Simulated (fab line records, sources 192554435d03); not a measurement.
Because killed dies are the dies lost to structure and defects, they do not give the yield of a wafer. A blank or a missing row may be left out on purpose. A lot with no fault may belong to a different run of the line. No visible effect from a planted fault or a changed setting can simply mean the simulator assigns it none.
Chamber matching | flow n5_finfet | N5_ZERO_LAYER_DESCUM_16 on rie_diel-06: 4 sister chambers
The step chemistry O2, time 7.9 s. 4 wafers are shown with their chamber, then 8 later ones without.

== WAFERS WITH THEIR CHAMBER ==
wafer  | chamber | showerhead_plenum_p_Torr (Torr)
L081.3 | 1       | 2.09
L088.2 | 3       | 2.07
L088.5 | 2       | 2.05
L089.3 | 0       | 2.21

== WAFERS WHOSE CHAMBER IS MISSING ==
wafer  | showerhead_plenum_p_Torr (Torr)
L089.5 | 2.21
L089.6 | 2.07
L096.1 | 2.20
L096.4 | 2.07
L096.5 | 2.08
L097.1 | 2.20
L097.3 | 2.05
L097.6 | 2.05

== WHICH CHAMBER EACH ONE RAN IN ==
wafer  | from the rows above     | in truth
L089.5 | 0                       | 0
L089.6 | 3                       | 3
L096.1 | 0                       | 0
L096.4 | 3                       | 3
L096.5 | can't be placed: 1 or 3 | 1
L097.1 | 0                       | 0
L097.3 | 2                       | 2
L097.6 | 2                       | 2
7 of 8 placed correctly. From these rows, 1 cannot be placed; in 1 the true chamber is one of the candidates. 0 placed wrongly.
How it was worked out, from the rows above alone: a wafer's distance from a chamber is the root of the sum, over the readings, of the square of ((its reading less the chamber's mean) divided by the reading's scatter). The wafer belongs to the nearest chamber; if the next one is less than 2 further off, it can't be placed. For every chamber, the mean is computed from those of its wafers that are shown. The scatter: with one shown wafer a chamber, the root of the mean of the squares of how far each hidden wafer lies from its nearest shown one.
